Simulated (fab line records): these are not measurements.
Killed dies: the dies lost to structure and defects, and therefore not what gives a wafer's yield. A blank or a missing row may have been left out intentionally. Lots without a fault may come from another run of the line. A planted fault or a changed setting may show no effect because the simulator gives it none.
fab line records	flow nand-harc
[record] lots = 14	wafers = 42	last-day = 24
route steps=1159 shown A_SGD_CUT@747 A_SLIT@781 END@1159
lots untouched by any fault: they come from a run of this same line in which no faults occurred
start-h: hours from the record's first day to the start of the lot's first wafer shown	wait-h: hours since the lot's step before	" repeats the value in the row above	L1.1+2: a row that stands for several wafers	- no value present, or no start provided	* or withheld: withheld	< > ~ a bound
route shown NAME@n: a module of which the file shows steps, and the number in the route of the first	usual: mean and standard deviation over wafers with no fault	same: alike in all rows	chamber/n: place in a boat	sites: readings site by site	_std_site: their standard deviation	_edge_site: inner sites' mean taken away from outer sites' mean	radius-mm: how far each site lies from the wafer's centre	mask NAME#n: copy n	behind: the most recent tool/chamber to have shaped the wafer	hold: reason for holding the lot/hours on hold/outcome of the hold	device: the n, p or np transistor that did not switch	end of line: tests run on the same wafers once the route is complete	a step without rows: its recipe alone	killed: at the first sort, the dies lost to defects and structure; wafer yield is something else	map: dies across one wafer; x = killed, . = not, _ = none there
set.NAME: the setting that was run; set.NAME@STEP: the one run at that earlier step	model.NAME: the simulator's own value behind a step, which no gauge read
steps of the route over a sample of lots; a table a step, a row a wafer
services: when a tool's chamber went out of use (start-h, in hours from the record's first day, below 0 if earlier), for how many hours, and the reason
[[steps]]
[step NHARC_A_SGD_CUT_DEP_00]
[recipe] target-thk-a = 500	temp-c = 400	target-thk-nm = 50	flow-sccm = 200	rf-w = 450	material = SiNx
[usual] heater-power-outer-w = 407/56	heater-power-w = 681/83
lot.wafer	tool	chamber	start-h	wait-h	heater-power-outer-w	heater-power-w	since-wet-clean-h
L188.2	pecvd-01	2	333.09	0.1	368	611	83
L188.6	"	0	"	"	443	741	-
L188.4	"	2	"	"	358	620	-
L189.3	pecvd-04	2	333.11	0.1	400	668	125
L189.5	"	1	"	"	377	650	-
L189.4	"	0	"	"	348	566	-
L190.4	pecvd-04	0	334.42	0.2	341	547	-
L190.6	"	1	"	"	330	591	-
L190.5	"	2	"	"	390	656	-
L191.1	pecvd-01	1	334.51	0.1	461	753	84
L191.2	"	2	"	"	361	603	84
L191.6	"	2	"	"	346	584	-
L193.2	pecvd-04	1	345.21	0.1	433	734	137
L193.1	"	0	"	"	374	582	137
L193.6	"	2	"	"	440	698	-
L200.5	pecvd-02	1	383.47	0.2	392	710	-
L200.6	"	2	"	"	435	744	-
L200.4	"	0	"	"	466	746	-
L198.3	pecvd-02	1	390.69	0.1	347	645	43
L198.1	"	2	"	"	469	797	43
L198.5	"	1	"	"	354	657	-
L204.3	pecvd-02	0	404.29	0.1	405	667	57
L204.5	"	0	"	"	428	672	-
L204.6	"	2	"	"	533	883	-
L206.2	pecvd-02	2	405.60	0.1	493	800	58
L206.6	"	0	"	"	431	703	-
L206.4	"	1	"	"	434	744	-
L205.3	pecvd-04	2	406.26	0.1	375	660	17
L205.1	"	0	"	"	353	561	17
L205.4	"	0	"	"	366	562	-
L207.2	pecvd-04	0	416.11	0.1	341	564	27
L207.1	"	1	"	"	298	541	27
L207.5	"	2	"	"	387	646	-
L209.1	pecvd-04	2	428.62	0.1	472	748	39
L209.3	"	1	"	"	372	644	39
L209.5	"	1	"	"	374	652	-
L208.2	pecvd-04	2	428.87	0.1	458	730	40
L208.4	"	0	"	"	395	629	-
L208.6	"	1	"	"	304	558	-
L210.1	pecvd-04	0	454.15	0.1	416	645	65
L210.3	"	1	"	"	370	652	65
L210.2	"	2	"	"	472	770	65
[step NHARC_A_SGD_CUT_INSPECT_11]
[usual] raw-defect-count = 18/8.6
lot.wafer	tool	chamber	start-h	wait-h	raw-defect-count
L188.2	defect-inspect-02	-	333.76	0.0	11
L188.4	"	-	"	"	8
L188.6	"	-	"	"	10
L189.3	defect-inspect-01	-	333.80	0.0	25
L189.4	"	-	"	"	31
L189.5	"	-	"	"	19
L190.4	defect-inspect-02	-	335.18	0.0	15
L190.5	"	-	"	"	17
L190.6	"	-	"	"	25
L191.1	defect-inspect-02	-	335.33	0.0	16
L191.2	"	-	"	"	10
L191.6	"	-	"	"	13
L193.1	defect-inspect-02	-	345.93	0.0	8
L193.2	"	-	"	"	9
L193.6	"	-	"	"	12
L200.4	defect-inspect-01	-	384.24	0.0	13
L200.5	"	-	"	"	8
L200.6	"	-	"	"	11
L198.1	defect-inspect-01	-	391.54	0.0	26
L198.3	"	-	"	"	25
L198.5	"	-	"	"	26
L204.3	defect-inspect-01	-	405.01	0.0	28
L204.5	"	-	"	"	28
L204.6	"	-	"	"	18
L206.2	defect-inspect-02	-	406.45	0.0	33
L206.4	"	-	"	"	24
L206.6	"	-	"	"	31
L205.1	defect-inspect-01	-	407.11	0.0	11
L205.3	"	-	"	"	14
L205.4	"	-	"	"	19
L207.1	defect-inspect-02	-	416.98	0.1	27
L207.2	"	-	"	"	29
L207.5	"	-	"	"	29
L209.1	defect-inspect-02	-	429.34	0.0	17
L209.3	"	-	"	"	20
L209.5	"	-	"	"	13
L208.2	defect-inspect-02	-	429.68	0.0	30
L208.4	"	-	"	"	27
L208.6	"	-	"	"	29
L210.1	defect-inspect-02	-	455.13	0.0	7
L210.2	"	-	"	"	8
L210.3	"	-	"	"	11
[step NHARC_A_SLIT_DEP_23]
[recipe] target-thk-a = 1000	target-thk-nm = 100	temp-c = 400	pressure-torr = 3.5	flow-sccm = 200	rf-w = 350	material = SiON
[usual] chamber-pressure-Torr = 3.501/0.0083	heater-power-outer-w = 437/62	heater-power-w = 720/89
lot.wafer	tool	chamber	start-h	wait-h	chamber-pressure-Torr	heater-power-outer-w	heater-power-w	since-wet-clean-h
L188.2	pecvd-04	0	343.89	1.3	3.503	396	642	136
L188.4	"	0	"	"	3.513	405	642	-
L188.6	"	2	"	"	3.507	402	658	-
L189.3	pecvd-03	0	344.48	1.0	3.488	453	648	39
L189.5	"	2	"	"	3.508	393	694	-
L189.4	"	0	"	"	3.493	446	646	-
L191.1	pecvd-03	1	344.80	1.7	3.501	350	609	39
L191.2	"	2	"	"	3.514	421	767	39
L191.6	"	0	"	"	3.505	421	629	-
L190.6	pecvd-03	2	345.91	0.1	3.504	339	643	-
L190.4	"	0	"	"	3.503	457	674	-
L190.5	"	1	"	"	3.492	427	708	-
L193.2	pecvd-02	1	360.42	1.5	3.509	385	693	13
L193.1	"	2	"	"	3.500	452	777	13
L193.6	"	1	"	"	3.499	401	702	-
L200.6	pecvd-02	0	394.51	0.1	-	-	-	-
L200.5	"	1	"	"	-	-	-	-
L200.4	"	2	"	"	-	-	-	-
L198.1	pecvd-03	1	400.40	1.6	-	-	-	-
L198.3	"	2	"	"	-	-	-	-
L198.5	"	1	"	"	-	-	-	-
L204.3	pecvd-03	1	421.95	1.0	3.503	359	608	117
L204.6	"	1	"	"	3.515	367	629	-
L204.5	"	2	"	"	3.491	415	737	-
L206.2	pecvd-04	0	423.15	1.4	3.511	389	618	34
L206.4	"	1	"	"	3.501	347	607	-
L206.6	"	0	"	"	3.504	389	623	-
L205.3	pecvd-02	1	423.92	1.0	3.493	373	661	77
L205.1	"	0	"	"	3.503	530	818	77
L205.4	"	2	"	"	3.508	500	803	-
L207.1	pecvd-03	1	428.96	1.7	3.490	402	672	124
L207.2	"	0	"	"	3.486	399	580	124
L207.5	"	0	"	"	3.499	405	595	-
L208.2	pecvd-04	1	438.64	1.4	3.497	409	693	49
L208.4	"	2	"	"	3.495	509	797	-
L208.6	"	0	"	"	3.522	406	630	-
L209.3	pecvd-04	2	439.35	1.0	3.502	511	818	50
L209.1	"	0	"	"	3.511	374	572	50
L209.5	"	2	"	"	3.496	386	653	-
L210.3	pecvd-02	2	464.45	1.2	3.490	494	831	117
L210.1	"	0	"	"	3.500	470	729	117
L210.2	"	1	"	"	3.503	395	694	117
[step NHARC_A_SLIT_INSPECT_11]
[usual] raw-defect-count = 21/8.2
lot.wafer	tool	chamber	start-h	wait-h	raw-defect-count
L188.2	defect-inspect-01	-	344.57	0.0	7
L188.4	"	-	"	"	10
L188.6	"	-	"	"	14
L189.3	defect-inspect-02	-	345.26	0.0	26
L189.4	"	-	"	"	35
L189.5	"	-	"	"	27
L191.1	defect-inspect-02	-	345.58	0.0	20
L191.2	"	-	"	"	17
L191.6	"	-	"	"	19
L190.4	defect-inspect-02	-	346.63	0.0	21
L190.5	"	-	"	"	21
L190.6	"	-	"	"	26
L193.1	defect-inspect-01	-	361.10	0.0	6
L193.2	"	-	"	"	13
L193.6	"	-	"	"	13
L200.4	defect-inspect-02	-	395.23	0.0	18
L200.5	"	-	"	"	18
L200.6	"	-	"	"	21
L198.1	defect-inspect-02	-	401.08	0.0	24
L198.3	"	-	"	"	26
L198.5	"	-	"	"	31
L204.3	defect-inspect-01	-	422.63	0.0	30
L204.5	"	-	"	"	37
L204.6	"	-	"	"	21
L206.2	defect-inspect-02	-	423.90	0.0	32
L206.4	"	-	"	"	24
L206.6	"	-	"	"	33
L205.1	defect-inspect-01	-	424.73	0.0	9
L205.3	"	-	"	"	16
L205.4	"	-	"	"	20
L207.1	defect-inspect-02	-	429.64	0.0	28
L207.2	"	-	"	"	37
L207.5	"	-	"	"	32
L208.2	defect-inspect-01	-	439.39	0.0	29
L208.4	"	-	"	"	30
L208.6	"	-	"	"	30
L209.1	defect-inspect-01	-	440.15	0.0	12
L209.3	"	-	"	"	26
L209.5	"	-	"	"	17
L210.1	defect-inspect-01	-	465.26	0.0	10
L210.2	"	-	"	"	17
L210.3	"	-	"	"	12
[step NHARC_END_SORT_01]
[recipe] temp-c = 25
[usual] killed-at-array = 29/9.4	killed-at-other = 0.7/1.3	killed-at-periphery = 2.9/2.1	killed-dies = 32/9	killed-open = 3.3/1.8	killed-short = 1.9/1.4
[same] gross-dies = 677
lot.wafer	tool	chamber	start-h	wait-h	hold	killed-at-array	killed-at-other	killed-at-periphery	killed-dies	killed-open	killed-short
L189.3	prober-01	0	465.29	3.1	-	27	0	4	31	2	3
L189.4	prober-01	0	466.09	3.4	-	34	2	5	41	6	1
L189.5	prober-01	0	466.90	3.7	-	26	1	2	29	7	0
L191.1	prober-02	0	479.22	2.5	-	37	0	2	39	3	1
L191.2	prober-02	0	480.01	2.8	-	33	1	1	35	4	1
L191.6	prober-02	0	483.16	3.9	-	30	1	1	32	4	1
L188.2	prober-01	0	480.20	2.8	-	24	1	4	29	0	1
L188.4	prober-01	0	481.80	3.4	-	24	0	4	28	4	3
L188.6	prober-01	0	483.41	4.0	-	26	0	4	30	5	0
L190.4	prober-02	0	489.36	3.4	-	16	0	2	18	2	1
L190.5	prober-02	0	490.16	3.7	-	21	0	0	21	3	1
L190.6	prober-02	0	490.96	4.0	-	27	0	2	29	5	1
L193.1	prober-02	0	503.22	2.5	-	18	2	6	26	4	5
L193.2	prober-02	0	504.03	2.8	-	22	0	6	28	7	4
L193.6	prober-02	0	507.27	4.0	-	14	3	7	24	3	1
L198.1	prober-02	0	519.52	2.4	await-dispo/4.2h/scrap	676	0	1	677	4	2
L198.3	prober-02	0	521.12	3.1	await-dispo/4.2h/scrap	676	0	1	677	2	1
L198.5	prober-02	0	522.72	3.7	await-dispo/4.2h/scrap	677	0	0	677	5	1
L200.4	prober-01	0	521.19	3.4	await-dispo/4.8h/scrap	669	1	7	677	3	2
L200.5	prober-01	0	522.00	3.7	await-dispo/4.8h/scrap	670	2	5	677	7	1
L200.6	prober-01	0	522.80	4.0	await-dispo/4.8h/scrap	672	1	4	677	4	0
L206.2	prober-01	0	548.76	2.8	-	29	0	1	30	4	3
L206.4	prober-01	0	550.36	3.4	-	30	2	3	35	8	0
L206.6	prober-01	0	551.97	4.0	-	30	1	2	33	6	2
L204.3	prober-02	0	549.57	3.1	-	25	0	6	31	2	3
L204.5	prober-02	0	551.14	3.6	-	33	2	2	37	3	5
L204.6	prober-02	0	551.92	3.9	-	22	2	1	25	3	1
L205.1	prober-02	0	563.51	2.5	-	34	0	2	36	2	2
L205.3	prober-02	0	565.09	3.1	-	41	0	2	43	3	3
L205.4	prober-02	0	565.89	3.4	-	37	1	2	40	2	2
L209.1	prober-01	0	563.67	2.5	-	14	1	0	15	2	3
L209.3	prober-01	0	565.25	3.1	-	23	0	7	30	3	5
L209.5	prober-01	0	566.83	3.7	-	19	1	7	27	6	4
L207.1	prober-02	0	571.31	2.5	-	28	0	1	29	5	2
L207.2	prober-02	0	572.11	2.8	-	31	0	5	36	6	1
L207.5	prober-02	0	574.51	3.7	-	36	0	3	39	6	1
L208.2	prober-01	0	572.24	2.8	-	47	0	2	49	2	1
L208.4	prober-01	0	573.84	3.4	-	42	0	5	47	7	1
L208.6	prober-01	0	575.45	4.0	-	47	0	2	49	3	3
L210.1	prober-02	0	579.41	2.5	-	37	0	1	38	6	1
L210.2	prober-02	0	580.21	2.8	-	38	0	2	40	1	1
L210.3	prober-02	0	581.00	3.1	-	42	0	1	43	7	0
// killed by level:class
L189.3 A_CHANNEL_HOLE_D1:chamber-film-flake=14 A_STAIRCASE:chamber-film-flake=4 A_ONON_D1:geometric-particle:short=2 P_ZERO_WELL:chamber-film-flake=2 A_CHANNEL_FILL_D1:chamber-film-flake=2 A_CONTACT:chamber-film-flake=2 P_CONTACT:geometric-particle:open=1 A_CHANNEL_FILL_D1:geometric-particle:short=1
L189.4 A_CHANNEL_HOLE_D1:chamber-film-flake=17 A_CHANNEL_FILL_D1:chamber-film-flake=5 A_STAIRCASE:chamber-film-flake=4 A_M0:chamber-film-flake=3 P_GATE:geometric-particle:open=2 A_CONTACT:chamber-film-flake=2 P_M0:geometric-particle:open=1 P_M2:geometric-particle:short=1
L189.5 A_CHANNEL_HOLE_D1:chamber-film-flake=15 A_CHANNEL_FILL_D1:geometric-particle:open=4 A_CONTACT:geometric-particle:open=2 A_M0:chamber-film-flake=2 P_CONTACT:geometric-particle:open=1 P_STI:chamber-film-flake=1 A_CHANNEL_FILL_D1:chamber-film-flake=1 A_WL_FILL:chamber-film-flake=1
L191.1 A_SLIT:chamber-film-flake=12 A_CHANNEL_HOLE_D1:chamber-film-flake=6 A_STAIRCASE:chamber-film-flake=5 A_CONTACT:chamber-film-flake=5 A_ZERO_WELL:chamber-film-flake=4 P_M0:geometric-particle:open=1 A_CHANNEL_FILL_D1:geometric-particle:open=1 A_M0:chamber-film-flake=1
L191.2 A_SLIT:chamber-film-flake=11 A_CONTACT:chamber-film-flake=5 A_CHANNEL_HOLE_D1:chamber-film-flake=4 A_STAIRCASE:chamber-film-flake=4 A_CHANNEL_FILL_D1:geometric-particle:open=2 A_WL_FILL:chamber-film-flake=2 A_M0:chamber-film-flake=2 P_M0:geometric-particle:short=1
L188.2 A_SLIT:chamber-film-flake=15 A_CONTACT:chamber-film-flake=4 P_GATE:chamber-film-flake=3 A_CHANNEL_HOLE_D1:chamber-film-flake=2 A_STAIRCASE:chamber-film-flake=2 A_ONON_D1:geometric-particle:short=1 P_ZERO_WELL:chamber-film-flake=1 HYBRID_BOND:latent=1
L188.4 A_SLIT:chamber-film-flake=8 A_CHANNEL_HOLE_D1:chamber-film-flake=4 A_CONTACT:chamber-film-flake=4 A_STAIRCASE:chamber-film-flake=2 P_CONTACT:geometric-particle:open=1 P_M0:geometric-particle:short=1 P_M2:geometric-particle:open=1 A_CHANNEL_HOLE_D1:geometric-particle:short=1
L191.6 A_STAIRCASE:chamber-film-flake=10 A_SLIT:chamber-film-flake=6 A_CONTACT:chamber-film-flake=4 A_WL_FILL:chamber-film-flake=3 A_WL_FILL:geometric-particle:open=2 A_CHANNEL_HOLE_D1:chamber-film-flake=2 P_GATE:geometric-particle:open=1 A_WL_FILL:geometric-particle:short=1
L188.6 A_SLIT:chamber-film-flake=10 A_STAIRCASE:chamber-film-flake=4 A_CONTACT:chamber-film-flake=3 A_CHANNEL_HOLE_D1:chamber-film-flake=2 A_CHANNEL_FILL_D1:chamber-film-flake=2 A_SGD_CUT:chamber-film-flake=2 P_CONTACT:geometric-particle:open=1 P_M0:geometric-particle:open=1
L190.4 A_CHANNEL_HOLE_D1:chamber-film-flake=7 A_STAIRCASE:chamber-film-flake=3 A_CONTACT:chamber-film-flake=3 P_M0:geometric-particle:open=1 A_WL_FILL:geometric-particle:open=1 A_CONTACT:geometric-particle:short=1 P_STI:chamber-film-flake=1 A_M0:chamber-film-flake=1
L190.5 A_CHANNEL_HOLE_D1:chamber-film-flake=13 A_M0:geometric-particle:open=2 A_WL_FILL:chamber-film-flake=2 A_WL_FILL:geometric-particle:short=1 A_BLC:geometric-particle:open=1 A_ZERO_WELL:chamber-film-flake=1 A_STAIRCASE:chamber-film-flake=1
L190.6 A_CHANNEL_HOLE_D1:chamber-film-flake=14 A_CONTACT:chamber-film-flake=4 A_STAIRCASE:chamber-film-flake=3 A_CONTACT:geometric-particle:open=2 P_M0:geometric-particle:open=1 A_SOURCE_PLATE:geometric-particle:open=1 A_CHANNEL_FILL_D1:geometric-particle:short=1 A_CHANNEL_FILL_D1:geometric-particle:open=1
L193.1 A_CHANNEL_HOLE_D1:chamber-film-flake=4 A_CONTACT:chamber-film-flake=3 A_CONTACT:geometric-particle:open=2 P_STI:chamber-film-flake=2 P_CONTACT:chamber-film-flake=2 A_ZERO_WELL:chamber-film-flake=2 P_GATE:geometric-particle:open=1 A_CHANNEL_FILL_D1:geometric-particle:open=1
L193.2 A_CONTACT:chamber-film-flake=6 A_CHANNEL_HOLE_D1:chamber-film-flake=4 A_CHANNEL_FILL_D1:geometric-particle:open=3 A_STAIRCASE:chamber-film-flake=3 A_CONTACT:geometric-particle:short=2 P_ZERO_WELL:chamber-film-flake=2 P_STI:chamber-film-flake=2 P_M1:geometric-particle:open=1
L193.6 A_ZERO_WELL:chamber-film-flake=4 P_STI:chamber-film-flake=3 P_M1:chamber-film-flake=3 A_CONTACT:chamber-film-flake=3 A_STAIRCASE:chamber-film-flake=3 THIN_TSV:chamber-film-flake=2 A_WL_FILL:geometric-particle:short=1 A_CONTACT:geometric-particle:open=1
L198.1 A_SLIT:area-dep=636 A_CHANNEL_HOLE_D1:chamber-film-flake=15 A_SLIT:chamber-film-flake=15 A_CHANNEL_FILL_D1:chamber-film-flake=3 A_CHANNEL_FILL_D1:geometric-particle:open=2 A_WL_FILL:chamber-film-flake=2 P_GATE:geometric-particle:open=1 A_CHANNEL_FILL_D1:geometric-particle:short=1
L198.3 A_SLIT:area-dep=636 A_CHANNEL_HOLE_D1:chamber-film-flake=18 A_SLIT:chamber-film-flake=16 A_WL_FILL:chamber-film-flake=2 P_M2:geometric-particle:short=1 A_ONON_D1:geometric-particle:open=1 A_CHANNEL_FILL_D1:geometric-particle:open=1 A_CHANNEL_FILL_D1:chamber-film-flake=1
L200.4 A_SLIT:area-dep=648 A_CHANNEL_HOLE_D1:chamber-film-flake=9 A_CONTACT:chamber-film-flake=4 P_M1:chamber-film-flake=3 A_M1:chamber-film-flake=3 P_BONDPAD:chamber-film-flake=2 A_STAIRCASE:chamber-film-flake=2 P_GATE:geometric-particle:open=1
L200.5 A_SLIT:area-dep=641 A_M1:chamber-film-flake=8 A_CONTACT:chamber-film-flake=7 A_CHANNEL_HOLE_D1:chamber-film-flake=6 A_M0:geometric-particle:open=2 P_BONDPAD:chamber-film-flake=2 THIN_TSV:chamber-film-flake=2 P_CONTACT:geometric-particle:open=1
L198.5 A_SLIT:area-dep=637 A_CHANNEL_HOLE_D1:chamber-film-flake=14 A_SLIT:chamber-film-flake=12 A_CONTACT:chamber-film-flake=3 A_CHANNEL_FILL_D1:geometric-particle:open=2 A_CHANNEL_FILL_D1:chamber-film-flake=2 A_STAIRCASE:chamber-film-flake=2 A_ONON_D1:geometric-particle:open=1
L200.6 A_SLIT:area-dep=657 A_CHANNEL_HOLE_D1:chamber-film-flake=6 P_BONDPAD:chamber-film-flake=3 A_M1:chamber-film-flake=3 A_CONTACT:geometric-particle:open=2 A_STAIRCASE:chamber-film-flake=2 P_M0:geometric-particle:open=1 A_ONON_D1:geometric-particle:open=1
L206.2 A_CHANNEL_HOLE_D1:chamber-film-flake=20 A_SGD_CUT:geometric-particle:short=2 P_M0:geometric-particle:open=1 A_ONON_D1:geometric-particle:open=1 A_CHANNEL_FILL_D1:geometric-particle:open=1 A_WL_FILL:geometric-particle:open=1 A_CONTACT:geometric-particle:short=1 A_CHANNEL_FILL_D1:chamber-film-flake=1
L204.3 A_CHANNEL_HOLE_D1:chamber-film-flake=20 P_GATE:chamber-film-flake=2 A_CONTACT:chamber-film-flake=2 P_GATE:geometric-particle:short=1 P_CONTACT:geometric-particle:open=1 P_M1:geometric-particle:open=1 A_CHANNEL_FILL_D1:geometric-particle:short=1 A_M0:geometric-particle:short=1
L206.4 A_CHANNEL_HOLE_D1:chamber-film-flake=19 A_CONTACT:geometric-particle:open=3 A_M0:geometric-particle:open=3 A_STAIRCASE:chamber-film-flake=2 THIN_TSV:chamber-film-flake=2 P_M0:geometric-particle:open=1 A_WL_FILL:geometric-particle:open=1 P_STI:chamber-film-flake=1
L204.5 A_CHANNEL_HOLE_D1:chamber-film-flake=22 A_CONTACT:chamber-film-flake=3 A_CHANNEL_FILL_D1:geometric-particle:short=2 THIN_TSV:chamber-film-flake=2 P_GATE:geometric-particle:short=1 P_GATE:geometric-particle:open=1 A_ONON_D1:geometric-particle:short=1 A_CHANNEL_FILL_D1:geometric-particle:open=1
L204.6 A_CHANNEL_HOLE_D1:chamber-film-flake=12 A_CHANNEL_FILL_D1:chamber-film-flake=3 A_CONTACT:chamber-film-flake=2 THIN_TSV:chamber-film-flake=2 A_SOURCE_PLATE:geometric-particle:short=1 A_CHANNEL_FILL_D1:geometric-particle:open=1 A_BLC:geometric-particle:open=1 A_M0:geometric-particle:open=1
L206.6 A_CHANNEL_HOLE_D1:chamber-film-flake=19 A_ONON_D1:geometric-particle:open=2 A_CHANNEL_FILL_D1:chamber-film-flake=2 A_CHANNEL_FILL_D1:geometric-particle:short=1 A_STAIRCASE:geometric-particle:open=1 A_WL_FILL:geometric-particle:short=1 A_WL_FILL:geometric-particle:open=1 A_CONTACT:geometric-particle:open=1
L205.1 A_SLIT:chamber-film-flake=19 A_CHANNEL_HOLE_D1:chamber-film-flake=7 A_CONTACT:chamber-film-flake=3 A_BLC:chamber-film-flake=2 P_CONTACT:geometric-particle:open=1 P_M0:geometric-particle:short=1 A_WL_FILL:geometric-particle:short=1 A_BONDPAD:geometric-particle:open=1
L209.1 A_CHANNEL_HOLE_D1:chamber-film-flake=8 A_CONTACT:chamber-film-flake=2 A_CHANNEL_FILL_D1:geometric-particle:short=1 A_WL_FILL:geometric-particle:short=1 A_CONTACT:geometric-particle:open=1 A_M0:geometric-particle:short=1 STARTING-WAFER:geometric-particle:open=1
L205.3 A_SLIT:chamber-film-flake=20 A_CHANNEL_HOLE_D1:chamber-film-flake=10 A_CONTACT:chamber-film-flake=6 A_WL_FILL:geometric-particle:short=2 P_M1:geometric-particle:open=1 A_SGD_CUT:geometric-particle:open=1 A_CONTACT:geometric-particle:open=1 A_M0:geometric-particle:short=1
L209.3 A_CHANNEL_HOLE_D1:chamber-film-flake=15 A_WL_FILL:geometric-particle:short=2 A_M0:geometric-particle:short=2 P_ZERO_WELL:chamber-film-flake=2 P_GATE:chamber-film-flake=2 P_M0:chamber-film-flake=2 P_CONTACT:geometric-particle:open=1 A_CHANNEL_HOLE_D1:geometric-particle:short=1
L205.4 A_SLIT:chamber-film-flake=15 A_CHANNEL_HOLE_D1:chamber-film-flake=10 A_CONTACT:chamber-film-flake=6 P_GATE:chamber-film-flake=2 A_STAIRCASE:chamber-film-flake=2 A_CHANNEL_FILL_D1:geometric-particle:open=1 A_SGD_CUT:geometric-particle:short=1 A_CONTACT:geometric-particle:open=1
L209.5 A_CHANNEL_HOLE_D1:chamber-film-flake=11 A_WL_FILL:geometric-particle:open=3 A_CONTACT:geometric-particle:short=2 P_CONTACT:chamber-film-flake=2 P_CONTACT:geometric-particle:open=1 P_M0:geometric-particle:open=1 A_ONON_D1:geometric-particle:short=1 A_CONTACT:geometric-particle:open=1
L207.1 A_CHANNEL_HOLE_D1:chamber-film-flake=19 A_WL_FILL:geometric-particle:short=2 A_CONTACT:geometric-particle:open=2 P_STI:geometric-particle:open=1 A_SOURCE_PLATE:geometric-particle:open=1 A_M0:geometric-particle:open=1 A_ZERO_WELL:chamber-film-flake=1 A_STAIRCASE:chamber-film-flake=1
L207.2 A_CHANNEL_HOLE_D1:chamber-film-flake=22 A_CHANNEL_FILL_D1:geometric-particle:open=2 A_SLIT:chamber-film-flake=2 A_CONTACT:chamber-film-flake=2 P_GATE:geometric-particle:open=1 P_CONTACT:geometric-particle:open=1 P_M0:geometric-particle:open=1 A_WL_FILL:geometric-particle:short=1
L208.2 A_CHANNEL_HOLE_D1:chamber-film-flake=22 A_SLIT:chamber-film-flake=21 A_ONON_D1:geometric-particle:short=1 A_CHANNEL_FILL_D1:geometric-particle:open=1 A_M0:geometric-particle:open=1 P_ZERO_WELL:chamber-film-flake=1 P_STI:chamber-film-flake=1 A_STAIRCASE:chamber-film-flake=1
L208.4 A_CHANNEL_HOLE_D1:chamber-film-flake=20 A_SLIT:chamber-film-flake=16 A_CONTACT:geometric-particle:open=2 P_STI:geometric-particle:open=1 P_M0:geometric-particle:open=1 P_M2:geometric-particle:open=1 A_CHANNEL_FILL_D1:geometric-particle:short=1 A_M0:geometric-particle:open=1
L207.5 A_CHANNEL_HOLE_D1:chamber-film-flake=23 A_CONTACT:chamber-film-flake=3 A_ONON_D1:geometric-particle:open=2 A_CONTACT:geometric-particle:open=2 P_STI:chamber-film-flake=2 A_STAIRCASE:chamber-film-flake=2 A_WL_FILL:chamber-film-flake=2 P_M0:geometric-particle:open=1
L208.6 A_CHANNEL_HOLE_D1:chamber-film-flake=22 A_SLIT:chamber-film-flake=17 A_WL_FILL:geometric-particle:short=2 A_CONTACT:geometric-particle:open=2 A_STAIRCASE:chamber-film-flake=2 A_ONON_D1:geometric-particle:open=1 A_SGD_CUT:geometric-particle:short=1 P_STI:chamber-film-flake=1
L210.1 A_SLIT:chamber-film-flake=21 A_STAIRCASE:chamber-film-flake=3 A_CONTACT:chamber-film-flake=3 A_CONTACT:geometric-particle:open=2 A_M0:geometric-particle:open=2 P_M0:geometric-particle:open=1 A_SGD_CUT:geometric-particle:open=1 A_M0:geometric-particle:short=1
L210.2 A_SLIT:chamber-film-flake=21 A_CHANNEL_HOLE_D1:chamber-film-flake=4 A_CONTACT:chamber-film-flake=4 A_STAIRCASE:chamber-film-flake=3 A_CHANNEL_HOLE_D1:unspecified=2 A_M1:chamber-film-flake=2 P_M1:geometric-particle:short=1 A_CONTACT:geometric-particle:open=1
L210.3 A_SLIT:chamber-film-flake=20 A_CONTACT:chamber-film-flake=6 A_STAIRCASE:chamber-film-flake=5 A_ONON_D1:geometric-particle:open=2 A_CHANNEL_HOLE_D1:unspecified=2 P_CONTACT:geometric-particle:open=1 A_CHANNEL_FILL_D1:geometric-particle:open=1 A_CONTACT:geometric-particle:open=1
[[services]]
tool	chamber	start-h	hours	kind
pecvd-02	-	334.32	13.0	pm
pecvd-02	0	334.32	13.0	vent-cycle
pecvd-02	1	334.32	13.0	vent-cycle
pecvd-02	2	334.32	13.0	vent-cycle
pecvd-03	-	336.87	1.7	repair
pecvd-02	0	347.32	-	clean
pecvd-02	1	347.32	-	clean
pecvd-02	2	347.32	-	clean
pecvd-01	-	348.78	1.0	repair
pecvd-04	-	376.27	13.0	pm
pecvd-04	0	376.27	13.0	vent-cycle
pecvd-04	1	376.27	13.0	vent-cycle
pecvd-04	2	376.27	13.0	vent-cycle
pecvd-04	0	389.27	-	clean
pecvd-04	1	389.27	-	clean
pecvd-04	2	389.27	-	clean
pecvd-04	0	394.79	4.1	repair
pecvd-01	-	418.19	13.0	pm
pecvd-01	0	418.19	13.0	vent-cycle
pecvd-01	1	418.19	13.0	vent-cycle
pecvd-01	2	418.19	13.0	vent-cycle
pecvd-04	0	424.00	3.4	repair
pecvd-01	0	431.19	-	clean
pecvd-01	1	431.19	-	clean
[[key]]
[first-sign] step = NHARC_A_SLIT_DEP_23	reading = tool-record	direction = missing
[effect] step = NHARC_END_SORT_01	reading = killed-dies	direction = up	sigmas = 72	usual = 32	struck = 677
[more-kills-born-at] NHARC_A_SLIT_DEP_23@pecvd-02 = 1946	NHARC_A_SLIT_DEP_23@pecvd-03 = 1909
met-at NHARC_A_SLIT_DEP_23
struck-lots L198,L200
later-rows-left-out L198.1,L198.3,L198.5,L200.4,L200.5,L200.6
tester-left-out L198,L200
not-acting-at NHARC_A_SGD_CUT_DEP_00,NHARC_A_SGD_CUT_INSPECT_11,NHARC_A_SLIT_INSPECT_11
onset-between 360.42 394.51
[fault] kind = skipped-step-whole	tool = pecvd-02,pecvd-03	chamber = -	onset-h = 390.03	steps = NHARC_A_SLIT_DEP_23	scope = struck-lots-only
// tester-left-out: of these lots the tester's yield and bins aren't shown, on N5 and GAA mostly nor the transistor test; their killed dies are dies lost to structure and defects alone, not to doping, threshold or leakage, so they don't give the yield
// later-rows-left-out: the simulator's readings of these wafers behind a module that went badly wrong aren't trusted and aren't shown, but for the sort
